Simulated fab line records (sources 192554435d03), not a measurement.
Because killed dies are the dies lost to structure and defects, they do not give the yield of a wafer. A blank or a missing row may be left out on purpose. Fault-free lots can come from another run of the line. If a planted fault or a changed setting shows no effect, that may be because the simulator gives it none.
2 desks looking at one fault | flow n5_finfet | only its own numbers are on each desk; what lay behind them is given at the end

FOR THE TOOL OWNER'S DESK: epi_rpcvd-02
The tool's own readings at N5_SD_EPI_P_EPI_21 (deposits SiGe:B, time 355 s): means of the sampled wafers that have a number, for each lot that ran on this tool. The brackets show how far a lot's mean lies from the usual mean; more than 4 standard deviations puts the lot out of limits, marked OUT.
Columns: A = susceptor_temp_C at N5_SD_EPI_P_EPI_21, usual 550.04 C
lot  | first seen here | A
L499 | day 4 18:24     | 550.01
This desk's finding: nothing out of limits on the one lot.

THE METROLOGY DESK
What the gauges read for every lot (on any tool): the sampled wafers with a number, averaged. The brackets show how far a lot's mean lies from the usual mean; more than 4 standard deviations puts the lot out of limits, marked OUT. It has 15 readings, of which 7 appear: the earliest out of limits, and the ones furthest out on some lot.
Columns: A = thk_nm at N5_SD_EPI_P_EPI_MEAS_23, usual 61.3 nm; B = RS_SD_P at N5_SD_ACTIVATION_RS_MEAS_03, usual 55.8 ohm/sq; C = IOFF_P at N5_BEOL_M4_RC_MEAS_101, usual 0.21 nA/um; D = ION_P at N5_BEOL_M4_RC_MEAS_101, usual 463 uA/um; E = REXT_P at N5_BEOL_M4_RC_MEAS_101, usual 101.1 ohm.um; F = RS_SD_P at N5_BEOL_M4_RC_MEAS_101, usual 65.6 ohm/sq; G = VT_P at N5_BEOL_M4_RC_MEAS_101, usual -250 mV
lot  | first seen here | A               | B               | C    | D   | E     | F               | G
L499 | day 4 21:19     | 61.5            | 55.9            | 0.21 | 469 | 103.7 | 65.6            | -248
L512 | day 8 16:13     | 53.9 (-5.3) OUT | 64.5 (+9.3) OUT | 0.14 | 446 | 106.6 | 76.1 (+9.6) OUT | -257
L514 | day 8 20:32     | 53.8 (-5.3) OUT | 63.6 (+8.3) OUT | 0.20 | 461 | 109.6 | 74.4 (+8.0) OUT | -252
L516 | day 9 06:04     | 61.1            | 55.4            | 0.21 | 459 | 99.9  | 65.7            | -250
This desk's verdict: out of limits on L512, L514, starting with L512 at day 8 16:13 (thk_nm at N5_SD_EPI_P_EPI_MEAS_23). Within limits: L499, L516.

TAKEN TOGETHER
An alarm was possible from the metrology desk at day 8 16:13, on L512, L514.
The desk of the tool owner found nothing out of limits.
The tool owner's desk has no number on record for L512, L514.
Every lot named ran N5_SD_EPI_P_EPI_21 on epi_rpcvd-02.

WHAT THE SIMULATOR HAD PUT IN
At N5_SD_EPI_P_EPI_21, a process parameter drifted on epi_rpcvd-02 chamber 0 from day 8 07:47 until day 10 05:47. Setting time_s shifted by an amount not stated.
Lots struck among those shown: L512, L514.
Delay in hours, fault start to first out-of-limits reading, per desk: metrology desk 8.
